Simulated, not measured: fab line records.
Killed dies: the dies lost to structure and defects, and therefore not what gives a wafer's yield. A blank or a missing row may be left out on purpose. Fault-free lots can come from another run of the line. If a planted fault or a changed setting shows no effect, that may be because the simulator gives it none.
Problem report in the 8D (eight disciplines) form, filled by code ; flow nand harc ; the parts of the form that need people (team, actions taken, sign-off) are left out

## 1. WHAT IS WRONG
Mean of cd nm at NHARC_A_M1_CD_MEAS_09: 123.3 nm across 6 wafers in 2 lots; on wafers with no fault it is 119.9 nm (standard deviation 0.48). Measured from the usual mean, that is +7.1 standard deviations.
The step: target cd 120 nm.
First seen on wafer L980.2, day 26 12:10, on cd sem-02. At this step, 39 wafers from 13 lots have a number in the record. The rule behind "out" and "out of limits": a value lying over 4 standard deviations away from the usual mean. The other wafers with a number count as sound.

## 2. WHAT IT IS AND WHAT IT IS NOT
question;is;is not
which readings at this step;cd nm;-
which lots;L977, L980;L969, L970, L971, L972, L976, L978, L979, L984, L985, L988, L992
which wafers of those lots;all that have a number;-
read on which gauges;cd sem-02;cd sem-01, cd sem-03
when;from day 26 12:10;"up to then (18 sound wafers); but 15 sound wafers of L979, L984, L985, L988, L992 came after"

## 3. SUSPECTS, AND WHAT RULES EACH OUT
Counting: a tool at any process step up to the reading remains a suspect when it ran all the lots that are out and ran no sound lot after the first of those.
- ruled out: the gauge at NHARC_A_M1_CD_MEAS_09. All the wafers that are out were read on cd sem-02, but those of them that NHARC_A_M1_EXPOSE_06 has rows for are out there too, on other tools.
- arfi scanner-01 at NHARC_A_M1_EXPOSE_06 (exposes mask A M1, target cd 120 nm): kept. It processed each lot that is out, first L980 at day 26 12:02, and no sound lot thereafter; up to then, the last sound lot it processed was L972 at day 23 18:09. Out on those wafers are its own readings of exposure dose mJ cm2.
Left after counting: arfi scanner-01 at NHARC_A_M1_EXPOSE_06.

## 4. THE CAUSE (what the simulator had put in)
Drift in process parameters on arfi scanner-01 at NHARC_A_M1_EXPOSE_06, starting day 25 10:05. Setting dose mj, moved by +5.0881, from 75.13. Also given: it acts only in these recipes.
The count eliminated every tool but this one.

## 5. SEQUENCE OF EFFECTS, ordered by route
Each row: a reading where the mean over the struck wafers with a number is more than 3 standard deviations away from the usual. Only readings for which the record gives a usual standard deviation are gone through. hours: the time from each lot's start at the first step in this table that gives one to its start at this step, as a median over the lots. sigmas: the change in usual standard deviations.
hours;step;reading;usual;on struck wafers;change;sigmas
0;NHARC_A_M1_EXPOSE_06;exposure dose mJ cm2;75.05;79.68;+4.63;+58
0;NHARC_A_M1_CD_MEAS_09;cd nm;119.9 nm;123.3;+3.4;+7.1
It contains these process steps:
- NHARC_A_M1_EXPOSE_06: exposes mask A M1, target cd 120 nm.
At these later measuring or inspecting steps, every struck wafer for which the step has a row has a number for every such reading, and none has moved that far: NHARC_A_M1_INSPECT_11, NHARC_END_SORT_01.

## 6. HOW IT WOULD HAVE BEEN CAUGHT EARLIER
Counted from the fault's start at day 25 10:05, it took 26 hours until the first out-of-limits reading at a measuring or inspecting step in this record, taken at day 26 12:10.
The tool's own readings at NHARC_A_M1_EXPOSE_06 were out on every struck wafer that the step has a row for (exposure dose mJ cm2): an alarm limit on them would have fired on the first of those.
Among the 2 lots that are out, L977 began NHARC_A_M1_EXPOSE_06 on arfi scanner-01 after day 26 12:10. It would have been spared by a hold on the tool at that moment.
